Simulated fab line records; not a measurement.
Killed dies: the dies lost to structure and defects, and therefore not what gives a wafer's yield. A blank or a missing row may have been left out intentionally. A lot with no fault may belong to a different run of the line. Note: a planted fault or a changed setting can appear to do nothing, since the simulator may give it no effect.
fab line records	flow nand-harc
record lots=6	wafers=18	last-day=25
route steps=1159 shown A_SGD_CUT@768 A_SLIT@779 A_SIN_REMOVE@804
lots with no fault: from the same line, run without faults
start-h: the number of hours between the record's first day and the start of the first shown wafer of the lot	wait-h: how many hours have passed since the lot's step before this one	" identical to the entry in the row above	L1.1+2: one row covering several wafers at once	- value missing, or start not given	* or withheld: withheld	< > ~ a bound
route shown NAME@n: NAME is a module with steps in the file, n the number in the route of the first one	usual: average and standard deviation across the fault-free wafers	same: alike in all rows	chamber/n: place in a boat	sites: per-site readings	_std_site: the values' standard deviation	_edge_site: inner sites' mean taken away from outer sites' mean	radius-mm: how far each site lies from the wafer's centre	mask NAME#n: copy n	behind: tool/chamber where the wafer was last shaped	hold: reason for holding the lot/hours on hold/outcome of the hold	device: transistor that didn't switch, given as n, p or np	end of line: the same wafers' tests at the end of the route	a step given without rows: its recipe and nothing more	killed: dies lost to structure and defects at the first sort, not the wafer's yield	map: a wafer's dies, marking killed ones x, the rest . and places with no die _
set.NAME: the run value of the setting; set.NAME@STEP: its run value at that earlier step	model.NAME: the simulator's own value behind a step, which no gauge read
lots at selected steps of the route; one table per step, one row per wafer
services: from which hour (start-h, from the record's first day; less than 0 if before it) a tool's chamber was out of use, for how many hours, and why
## steps
# step NHARC_A_SGD_CUT_PRECLEAN_18
# recipe time-s=*	temp-c=50	bath-age-min=0	chemistry=SC1
# step NHARC_A_SGD_CUT_SRD_19
# step NHARC_A_SGD_CUT_DEP_20
# recipe target-thk-a=1500	temp-c=65	material=SiO2
# step NHARC_A_SGD_CUT_ANNEAL_27
# recipe temp-c=450	time-s=1800
# step NHARC_A_SGD_CUT_CMP_21
# recipe target-thk-nm=148.19
# usual motor-current-A=12.6/1.3	time-to-endpoint-s=49.1/2.4
lot.wafer	tool	chamber	start-h	wait-h	motor-current-A	time-to-endpoint-s
L949.2	cmp-02	3	322.32	0.4	12.1	48.4
L949.1	"	0	"	"	13.1	46.6
L949.3	"	1	"	"	14.7	46.2
L955.4	cmp-02	3	351.06	0.4	11.8	51.9
L955.5	"	1	"	"	14.3	52.5
L955.6	"	2	"	"	13.2	52.7
L957.3	cmp-01	0	365.99	0.4	10.4	46.9
L957.2	"	3	"	"	11.3	47.7
L957.6	"	0	"	"	10.7	48.7
L958.3	cmp-03	0	376.83	0.4	13.0	49.7
L958.1	"	1	"	"	12.4	47.4
L958.6	"	3	"	"	14.5	48.5
L967.1	cmp-03	2	424.44	0.5	11.7	50.8
L967.4	"	3	"	"	14.9	50.2
L967.5	"	2	"	"	11.4	48.4
L972.4	cmp-02	1	445.93	0.4	14.7	48.9
L972.3	"	3	"	"	11.4	53.1
L972.5	"	1	"	"	14.9	48.7
# step NHARC_A_SGD_CUT_THK_MEAS_22
# recipe thk-meas-gauge=ellipsometry
# usual thk-nm=148.2/1.2
lot.wafer	tool	chamber	start-h	wait-h	thk-nm
L949.1	film-metro-01	-	322.54	0.2	149.4
L949.2	"	-	"	"	150.5
L949.3	"	-	"	"	148.2
L955.4	film-metro-02	-	351.27	0.2	148.4
L955.5	"	-	"	"	147.1
L955.6	"	-	"	"	147.8
L957.2	film-metro-02	-	366.25	0.2	149.4
L957.3	"	-	"	"	147.6
L957.6	"	-	"	"	147.7
L958.1	film-metro-02	-	377.06	0.2	149.4
L958.3	"	-	"	"	148.1
L958.6	"	-	"	"	147.4
L967.1	film-metro-01	-	424.68	0.2	148.5
L967.4	"	-	"	"	150.1
L967.5	"	-	"	"	151.5
L972.3	film-metro-01	-	446.17	0.2	148.8
L972.4	"	-	"	"	146.8
L972.5	"	-	"	"	146.3
# step NHARC_A_SGD_CUT_SRD_23
# step NHARC_A_SGD_CUT_ETCH_26
# recipe target-depth-a=458	chemistry=dHF	material=SiO2
# step NHARC_A_SGD_CUT_ETCHBACK_24
# recipe target-depth-a=500	over-etch-frac=0.3	time-s=92.857	ion-energy-ev=120	ch3f-flow-sccm=50	o2-flow-sccm=30	ar-flow-sccm=200	rf-w=500	bias-w=100	chemistry=CH3F/O2
# step NHARC_A_SGD_CUT_STRIP_28
# recipe time-s=20	o2-flow-sccm=500	ar-flow-sccm=0	bias-w=0	chemistry=O2
# usual drypump-motor-current-A=5.6/0.44	o2-flow-sccm=500.1/1.4	oes-product-au=0.999/0.0072	rf-vpp-V=57.8/0.85	showerhead-plenum-p-Torr=3.52/0.16	throttle-valve-pct=17.037/0.008
# same time-s=20
lot.wafer	tool	chamber	start-h	wait-h	drypump-motor-current-A	o2-flow-sccm	oes-product-au	rf-hours-counter-h	rf-vpp-V	showerhead-plenum-p-Torr	throttle-valve-pct
L949.3	rie-diel-09	0	-	-	5.7	498.9	0.989	3	57.6	3.36	17.037
L949.1	"	1	"	"	5.0	502.7	0.992	4	56.7	3.67	17.030
L949.2	"	2	"	"	5.7	499.2	0.995	4	57.6	3.52	17.034
L955.4	rie-diel-09	0	-	-	5.7	499.0	0.989	6	57.7	3.36	17.040
L955.5	"	2	"	"	5.7	500.1	0.996	-	56.5	3.51	17.029
L955.6	"	3	"	"	6.3	500.4	0.998	-	59.6	3.78	17.029
L957.2	rie-diel-09	1	-	-	5.1	499.9	0.998	8	57.7	3.67	17.040
L957.3	"	2	"	"	5.7	499.9	0.995	9	56.6	3.51	17.040
L957.6	"	0	"	"	5.7	498.9	1.000	-	57.0	3.36	17.039
L958.1	rie-diel-10	1	-	-	5.6	501.0	0.995	1	57.1	3.39	17.029
L958.3	"	2	"	"	6.4	501.3	0.998	1	57.3	3.64	17.032
L958.6	"	0	"	"	5.0	499.5	1.001	-	59.5	3.69	17.038
L967.1	rie-diel-09	1	-	-	5.1	498.9	1.009	14	57.5	3.66	17.031
L967.4	"	3	"	"	6.2	498.4	1.000	14	59.0	3.78	17.038
L967.5	"	0	"	"	5.7	499.7	1.009	-	57.9	3.36	17.024
L972.3	rie-diel-02	3	-	-	5.9	501.6	1.009	13	57.4	3.42	17.039
L972.4	"	0	"	"	5.3	499.9	0.999	14	56.8	3.40	17.044
L972.5	"	3	"	"	5.9	501.7	1.007	-	59.8	3.42	17.038
# step NHARC_A_SGD_CUT_INSPECT_25
# usual raw-defect-count=316/87
lot.wafer	tool	chamber	start-h	wait-h	raw-defect-count
L949.1	defect-inspect-01	-	323.08	-	284
L949.2	"	-	"	"	292
L949.3	"	-	"	"	217
L955.4	defect-inspect-01	-	351.73	-	357
L955.5	"	-	"	"	274
L955.6	"	-	"	"	342
L957.2	defect-inspect-02	-	366.71	-	279
L957.3	"	-	"	"	326
L957.6	"	-	"	"	211
L958.1	defect-inspect-01	-	377.58	-	289
L958.3	"	-	"	"	200
L958.6	"	-	"	"	255
L967.1	defect-inspect-01	-	425.18	-	217
L967.4	"	-	"	"	409
L967.5	"	-	"	"	350
L972.3	defect-inspect-02	-	446.63	-	271
L972.4	"	-	"	"	221
L972.5	"	-	"	"	265
# step NHARC_A_SLIT_DEP_25
# recipe target-thk-a=2000	temp-c=400	pressure-torr=6.5	rf-w=900	teos-flow-sccm=161.4	flow-sccm=2650	target-thk-nm=200	gas=O2	material=SiO2
# step NHARC_A_SLIT_DEP_00
# recipe target-thk-a=32000	temp-c=400	material=aC
# usual susceptor-temp-C=400.03/0.26	throttle-valve-pct=35.001/0.0091
lot.wafer	tool	chamber	start-h	wait-h	susceptor-temp-C	throttle-valve-pct
L949.1	acl-dep-03	0	323.48	-	399.68	34.995
L949.2	"	0	"	"	399.85	34.986
L949.3	"	0	"	"	400.09	34.998
L955.4	acl-dep-03	-	356.93	-	-	-
L955.5	"	-	"	"	-	-
L955.6	"	-	"	"	-	-
L957.2	acl-dep-02	-	368.85	-	-	-
L957.3	"	-	"	"	-	-
L957.6	"	-	"	"	-	-
L958.1	acl-dep-01	0	378.95	-	400.39	35.015
L958.3	"	0	"	"	400.03	35.011
L958.6	"	0	"	"	399.58	35.003
L967.1	acl-dep-01	0	429.46	-	-	35.015
L967.4	"	0	"	"	-	35.013
L967.5	"	0	"	"	-	34.998
L972.3	acl-dep-03	0	447.80	0.9	-	34.993
L972.4	"	0	"	"	-	35.009
L972.5	"	0	"	"	-	34.999
# step NHARC_A_SLIT_DEP_23
# recipe target-thk-a=1000	target-thk-nm=100	temp-c=400	pressure-torr=3.5	flow-sccm=200	rf-w=350	material=SiON
# step NHARC_A_SLIT_DEHYDRATE_01
# recipe temp-c=150	time-s=120
# step NHARC_A_SLIT_HMDS_02
# recipe time-s=30
# step NHARC_A_SLIT_COAT_03
# recipe spin-rpm=1500	resist-thk-nm=90
# step NHARC_A_SLIT_SOFTBAKE_04
# recipe temp-c=105	time-s=55
# step NHARC_A_SLIT_EBR_05
# step NHARC_A_SLIT_EXPOSE_06
# recipe na=1.35	dose-mj=60.82	mask-id=SLIT
# step NHARC_A_SLIT_PEB_07
# recipe peb-temp-c=100	peb-time-s=65
# step NHARC_A_SLIT_DEVELOP_08
# recipe develop-time-s=35	dev-temp-c=23
# step NHARC_A_SLIT_CD_MEAS_09
# recipe target-cd-nm=300	landing-energy-ev=500
# usual cd-nm=300.1/0.47
# same landing-energy-ev=500
lot.wafer	tool	chamber	start-h	wait-h	cd-nm
L949.1	cd-sem-02	0	326.03	-	300.2
L949.2	"	0	"	"	299.9
L949.3	"	0	"	"	300.2
L955.4	cd-sem-01	0	358.62	-	299.9
L955.5	"	0	"	"	299.1
L955.6	"	0	"	"	299.1
L957.2	cd-sem-02	0	371.04	-	300.5
L957.3	"	0	"	"	300.2
L957.6	"	0	"	"	300.1
L958.1	cd-sem-01	0	381.53	-	298.9
L958.3	"	0	"	"	299.0
L958.6	"	0	"	"	299.6
L967.1	cd-sem-01	0	431.96	-	299.6
L967.4	"	0	"	"	298.9
L967.5	"	0	"	"	299.5
L972.3	cd-sem-01	0	449.80	-	299.8
L972.4	"	0	"	"	299.8
L972.5	"	0	"	"	299.9
# step NHARC_A_SLIT_OVL_MEAS_10
# usual overlay-x-nm=0.0/1	overlay-y-nm=-0.3/0.8
lot.wafer	tool	chamber	start-h	wait-h	overlay-x-nm	overlay-y-nm
L949.1	overlay-02	-	326.11	-	0.9	-0.2
L949.2	"	-	"	"	0.5	-0.2
L949.3	"	-	"	"	1.1	-0.1
L955.4	overlay-02	-	358.70	-	1.6	-1.8
L955.5	"	-	"	"	0.8	-1.0
L955.6	"	-	"	"	1.2	-1.6
L957.2	overlay-02	-	371.13	-	-1.1	-0.2
L957.3	"	-	"	"	-0.6	-0.6
L957.6	"	-	"	"	-0.5	-0.1
L958.1	overlay-02	-	381.62	-	1.6	0.1
L958.3	"	-	"	"	2.3	-0.6
L958.6	"	-	"	"	2.0	0.2
L967.1	overlay-01	-	432.05	-	-2.2	-0.6
L967.4	"	-	"	"	-2.0	-0.4
L967.5	"	-	"	"	-2.3	-0.4
L972.3	overlay-01	-	449.89	-	-1.1	-0.3
L972.4	"	-	"	"	-0.3	-0.5
L972.5	"	-	"	"	-0.7	-0.7
# step NHARC_A_SLIT_INSPECT_11
# usual raw-defect-count=22/9.4
lot.wafer	tool	chamber	start-h	wait-h	raw-defect-count
L949.1	defect-inspect-02	-	326.15	0.0	19
L949.2	"	-	"	"	23
L949.3	"	-	"	"	19
L955.4	defect-inspect-01	-	358.74	0.0	17
L955.5	"	-	"	"	21
L955.6	"	-	"	"	20
L957.2	defect-inspect-02	-	371.16	0.0	24
L957.3	"	-	"	"	21
L957.6	"	-	"	"	14
L958.1	defect-inspect-02	-	381.66	0.0	18
L958.3	"	-	"	"	20
L958.6	"	-	"	"	17
L967.1	defect-inspect-02	-	432.09	0.0	34
L967.4	"	-	"	"	39
L967.5	"	-	"	"	41
L972.3	defect-inspect-02	-	449.94	0.1	17
L972.4	"	-	"	"	10
L972.5	"	-	"	"	20
# step NHARC_A_SLIT_DESCUM_14
# recipe time-s=3	o2-flow-sccm=200	ar-flow-sccm=0	bias-power-w=0	chemistry=O2
# usual drypump-motor-current-A=5.9/0.35	o2-flow-sccm=200.0/0.62	oes-product-au=0.998/0.0065	rf-vpp-V=57.7/0.84	showerhead-plenum-p-Torr=1.89/0.075	throttle-valve-pct=11.310/0.0099
# same bias-power-w=0	time-s=3
lot.wafer	tool	chamber	start-h	wait-h	drypump-motor-current-A	o2-flow-sccm	oes-product-au	rf-hours-counter-h	rf-vpp-V	showerhead-plenum-p-Torr	throttle-valve-pct
L949.3	rie-diel-12	2	326.21	0.1	6.5	199.6	1.000	6.9	58.6	1.92	11.328
L949.2	"	3	"	"	6.1	200.0	1.003	6.7	58.9	1.79	11.319
L949.1	"	0	"	"	6.1	200.0	0.991	7.2	56.6	1.89	11.312
L955.4	rie-diel-12	1	358.81	0.1	5.5	200.3	0.988	10.0	58.1	1.82	11.330
L955.6	"	3	"	"	6.2	200.8	0.999	-	56.4	1.79	11.313
L955.5	"	0	"	"	6.1	200.9	0.992	-	59.5	1.89	11.319
L957.3	rie-diel-12	1	371.23	0.1	5.5	198.4	0.995	10.7	57.7	1.82	11.303
L957.2	"	2	"	"	6.5	200.2	1.017	10.8	57.5	1.91	11.310
L957.6	"	0	"	"	6.1	200.4	1.000	-	57.5	1.89	11.307
L958.3	rie-diel-08	2	381.73	0.1	6.0	200.2	0.995	4.1	56.7	1.94	11.311
L958.1	"	3	"	"	5.5	200.0	1.002	4.8	57.9	1.91	11.320
L958.6	"	1	"	"	5.3	201.0	0.997	-	57.2	1.81	11.318
L967.1	rie-diel-12	3	432.15	0.1	6.2	199.6	0.995	2.8	56.8	1.78	11.282
L967.4	"	1	"	"	5.5	199.4	1.004	2.7	57.5	1.82	11.309
L967.5	"	0	"	"	6.1	199.8	0.989	-	56.7	1.89	11.311
L972.4	rie-diel-13	2	450.00	0.1	6.5	199.4	0.999	11.5	58.5	1.91	11.331
L972.3	"	0	"	"	5.9	199.3	0.993	10.5	57.2	2.05	11.322
L972.5	"	2	"	"	6.5	200.4	0.998	-	58.0	1.91	11.301
# step NHARC_A_SLIT_ETCH_24
# recipe target-depth-a=1210	time-s=60.5	cf4-flow-sccm=100	chf3-flow-sccm=30	ar-flow-sccm=0	rf-w=500	bias-w=200	chemistry=CF4/CHF3
# usual drypump-motor-current-A=6.0/0.37	oes-product-au=0.958/0.02	rf-fwd-power-W=495.0/1.9	rf-vpp-V=370.0/2	showerhead-plenum-p-Torr=1.55/0.055	throttle-valve-pct=16.802/0.0088
# same time-s=60.5
lot.wafer	tool	chamber	start-h	wait-h	drypump-motor-current-A	oes-product-au	rf-fwd-power-W	rf-hours-counter-h	rf-vpp-V	showerhead-plenum-p-Torr	throttle-valve-pct
L949.2	rie-diel-12	2	326.30	0.1	6.5	0.969	493.2	6.9	370.4	1.57	16.796
L949.1	"	3	"	"	6.2	0.958	494.9	6.7	367.0	1.48	16.801
L949.3	"	0	"	"	6.1	0.964	495.1	7.2	370.3	1.56	16.804
L955.4	rie-diel-12	2	358.88	0.1	6.5	0.931	495.3	10.3	369.7	1.57	16.819
L955.6	"	2	"	"	6.5	0.923	497.2	-	370.4	1.57	16.793
L955.5	"	3	"	"	6.1	0.920	494.9	-	368.4	1.47	16.806
L957.3	rie-diel-12	2	371.32	0.1	6.5	0.992	496.5	10.8	370.0	1.57	16.817
L957.2	"	3	"	"	6.2	0.982	494.3	10.6	366.6	1.47	16.813
L957.6	"	0	"	"	6.1	0.950	493.3	-	370.5	1.56	16.808
L958.3	rie-diel-08	3	381.80	0.1	5.5	0.975	494.2	4.8	369.8	1.57	16.790
L958.1	"	0	"	"	5.6	0.969	494.4	4.8	372.2	1.60	16.797
L958.6	"	3	"	"	5.6	0.971	493.0	-	370.1	1.57	16.799
L967.1	rie-diel-12	1	432.56	0.4	5.5	0.967	495.7	2.9	368.0	1.50	16.798
L967.4	"	2	"	"	6.5	0.956	493.7	3.2	369.4	1.57	16.805
L967.5	"	2	"	"	6.5	0.958	493.6	-	369.8	1.57	16.798
L972.3	rie-diel-13	2	450.09	0.1	6.6	0.916	495.9	11.5	369.7	1.57	16.795
L972.4	"	0	"	"	5.9	0.913	495.6	10.5	373.9	1.68	16.802
L972.5	"	1	"	"	6.0	0.930	493.1	-	369.1	1.55	16.796
# step NHARC_A_SLIT_ETCH_15
# recipe target-depth-a=32000	over-etch-frac=0.3	time-s=832	ion-energy-ev=150	o2-flow-sccm=400	cos-flow-sccm=20	ar-flow-sccm=0	rf-w=500	bias-w=300	chemistry=O2/COS
# step NHARC_A_SLIT_ETCH_17
# recipe bias-v=900	source-w=withheld	pressure-mtorr=20	ar-flow-sccm=375	c4f8-flow-sccm=83.3	o2-flow-sccm=41.7	time-s=1687.5	target-depth-a=1.01e+05	chemistry=C4F8/O2/Ar
# step NHARC_A_SLIT_ETCH_26
# recipe bias-v=400	source-w=2000	pressure-mtorr=25	time-s=90	ar-flow-sccm=375	c4f8-flow-sccm=41.7	o2-flow-sccm=83.3	target-depth-a=4000	chemistry=C4F8/O2/Ar
# step NHARC_A_SLIT_STRIP_28
# recipe o2-flow-sccm=400	cos-flow-sccm=20	ar-flow-sccm=0	bias-w=0	chemistry=O2/COS
# step NHARC_A_SLIT_ETCH_29
# recipe target-depth-a=1000	overetch-a=100	time-s=55	ion-energy-ev=100	cf4-flow-sccm=80	o2-flow-sccm=20	ar-flow-sccm=0	rf-w=300	bias-w=100	chemistry=CF4/O2
# usual drypump-motor-current-A=5.9/0.38	o2-flow-sccm=20.00/0.055	oes-product-au=0.998/0.0063	rf-fwd-power-W=296.9/1.3	rf-vpp-V=197.5/1.4	showerhead-plenum-p-Torr=1.32/0.049	throttle-valve-pct=13.396/0.01
# same time-s=55
lot.wafer	tool	chamber	start-h	wait-h	drypump-motor-current-A	o2-flow-sccm	oes-product-au	rf-fwd-power-W	rf-hours-counter-h	rf-vpp-V	showerhead-plenum-p-Torr	throttle-valve-pct
L949.3	rie-diel-08	0	329.09	0.1	5.7	20.09	0.998	296.0	1	198.0	1.36	13.394
L949.1	"	1	"	"	5.3	20.02	0.998	298.1	1	197.5	1.27	13.402
L949.2	"	2	"	"	6.0	19.98	1.002	296.6	1	196.5	1.35	13.393
L955.4	rie-diel-08	0	361.66	0.1	5.6	20.00	1.010	296.1	4	199.4	1.36	13.402
L955.5	"	3	"	"	5.6	20.11	1.003	295.3	-	197.1	1.33	13.401
L955.6	"	0	"	"	5.6	19.99	0.995	296.6	-	199.1	1.36	13.392
L957.3	rie-diel-08	2	374.08	0.1	6.0	19.97	0.997	299.0	3	197.1	1.35	13.391
L957.2	"	3	"	"	5.6	20.03	0.996	294.1	4	197.5	1.33	13.398
L957.6	"	1	"	"	5.3	19.99	0.993	296.8	-	196.9	1.27	13.380
L958.1	rie-diel-08	1	387.18	0.1	5.3	20.02	1.000	297.9	5	196.7	1.27	13.414
L958.3	"	3	"	"	5.5	20.06	0.997	297.9	5	197.3	1.33	13.413
L958.6	"	1	"	"	5.3	20.04	1.005	299.5	-	195.8	1.27	13.392
L967.1	rie-diel-13	3	436.37	0.1	5.9	19.99	1.004	297.2	9	197.1	1.26	13.402
L967.4	"	2	"	"	6.5	19.97	1.001	295.4	11	196.4	1.33	13.400
L967.5	"	3	"	"	5.9	19.99	0.998	297.0	-	196.5	1.26	13.400
L972.4	rie-diel-08	1	452.91	0.1	5.3	19.97	0.984	298.9	10	195.6	1.26	13.410
L972.3	"	3	"	"	5.5	19.91	0.986	295.8	11	196.9	1.33	13.390
L972.5	"	2	"	"	6.0	20.04	0.989	298.5	-	197.4	1.35	13.410
# step NHARC_A_SLIT_STRIP_18
# recipe o2-flow-sccm=500	ar-flow-sccm=0	bias-w=0	chemistry=O2
# step NHARC_A_SLIT_PRECLEAN_19
# recipe time-s=*	temp-c=50	bath-age-min=0	chemistry=SC1
# step NHARC_A_SLIT_SRD_20
# step NHARC_A_SLIT_CD_MEAS_21
# usual cd-nm=289.5/0.79
lot.wafer	tool	chamber	start-h	wait-h	cd-nm
L949.1	cd-sem-03	-	329.63	-	288.5
L949.2	"	-	"	"	287.9
L949.3	"	-	"	"	288.8
L955.4	cd-sem-01	-	362.20	-	-
L955.5	"	-	"	"	-
L955.6	"	-	"	"	-
L957.2	cd-sem-03	-	374.61	-	-
L957.3	"	-	"	"	-
L957.6	"	-	"	"	-
L958.1	cd-sem-03	-	387.71	-	290.0
L958.3	"	-	"	"	289.5
L958.6	"	-	"	"	289.8
L967.1	cd-sem-02	-	436.90	-	290.8
L967.4	"	-	"	"	290.4
L967.5	"	-	"	"	290.6
L972.3	cd-sem-03	-	453.45	-	288.8
L972.4	"	-	"	"	288.7
L972.5	"	-	"	"	288.5
# step NHARC_A_SIN_REMOVE_WET_00
# recipe temp-c=160	time-s=15300	chemistry=H3PO4
# step NHARC_A_SIN_REMOVE_PRECLEAN_01
# recipe time-s=*	temp-c=50	bath-age-min=0	chemistry=SC1
# step NHARC_A_SIN_REMOVE_SRD_02
# step NHARC_A_SIN_REMOVE_INSPECT_04
# usual raw-defect-count=305/86
lot.wafer	tool	chamber	start-h	wait-h	hold	raw-defect-count
L949.1	defect-inspect-02	-	337.31	0.0	-	253
L949.2	"	-	"	"	-	293
L949.3	"	-	"	"	-	193
L955.4	defect-inspect-02	-	369.93	0.0	await-dispo/0.2h/release	4689
L955.5	"	-	"	"	await-dispo/0.2h/release	4457
L955.6	"	-	"	"	await-dispo/0.2h/release	4807
L955.4	defect-inspect-02	-	370.10	0.2	-	4669
L955.5	"	-	"	"	-	4470
L955.6	"	-	"	"	-	4782
L957.2	defect-inspect-02	-	382.32	0.0	await-dispo/0.2h/release	4626
L957.3	"	-	"	"	await-dispo/0.2h/release	4623
L957.6	"	-	"	"	await-dispo/0.2h/release	4444
L957.2	defect-inspect-02	-	382.49	0.2	-	4619
L957.3	"	-	"	"	-	4644
L957.6	"	-	"	"	-	4469
L958.1	defect-inspect-01	-	395.46	0.0	-	269
L958.3	"	-	"	"	-	220
L958.6	"	-	"	"	-	250
L967.1	defect-inspect-02	-	444.58	0.0	-	260
L967.4	"	-	"	"	-	396
L967.5	"	-	"	"	-	304
L972.3	defect-inspect-02	-	461.13	0.0	-	261
L972.4	"	-	"	"	-	219
L972.5	"	-	"	"	-	238
## services
tool	chamber	start-h	hours	kind
rie-diel-08	-	301.80	9.0	pm
rie-diel-02	-	327.86	9.0	pm
rie-diel-13	1	338.45	3.7	repair
cmp-02	-	342.17	4.0	pm
cmp-01	-	342.65	1.6	repair
acl-dep-02	-	350.14	13.0	pm
cmp-03	-	352.18	4.0	pm
rie-diel-10	-	353.53	9.0	pm
cmp-02	-	371.34	2.2	repair
cmp-03	-	371.58	1.1	repair
cmp-01	-	375.50	4.0	pm
rie-diel-12	-	379.80	9.0	pm
cmp-03	-	389.16	2.2	repair
rie-diel-13	1	404.72	7.4	repair
acl-dep-03	-	408.05	13.0	pm
rie-diel-13	1	418.34	10.3	repair
rie-diel-13	3	420.37	8.8	repair
rie-diel-09	2	422.71	1.5	repair
rie-diel-09	2	427.69	16.2	repair
rie-diel-09	-	431.10	9.0	pm
cmp-02	-	440.17	4.0	pm
cmp-03	-	445.12	1.9	repair
rie-diel-09	2	447.96	3.0	repair
cmp-03	-	450.18	4.0	pm
## key
first-sign step=NHARC_A_SLIT_DEP_00	reading=tool-record	direction=missing
effect step=NHARC_A_SLIT_CD_MEAS_21	reading=cd-nm	direction=missing
effect step=NHARC_A_SIN_REMOVE_INSPECT_04	reading=raw-defect-count	direction=up	sigmas=50	usual=305	struck=4608
met-at NHARC_A_SLIT_DEP_00
struck-wafers L955.4,L955.5,L955.6,L957.2,L957.3,L957.6
scrapped-behind NHARC_A_SIN_REMOVE_INSPECT_04 L955.4,L955.5,L955.6,L957.2,L957.3,L957.6
onset-between 323.48 356.93
fault kind=skipped-step-whole	tool=acl-dep-02,acl-dep-03	chamber=-	onset-h=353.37	steps=NHARC_A_SLIT_DEP_00	scope=struck-lots-only
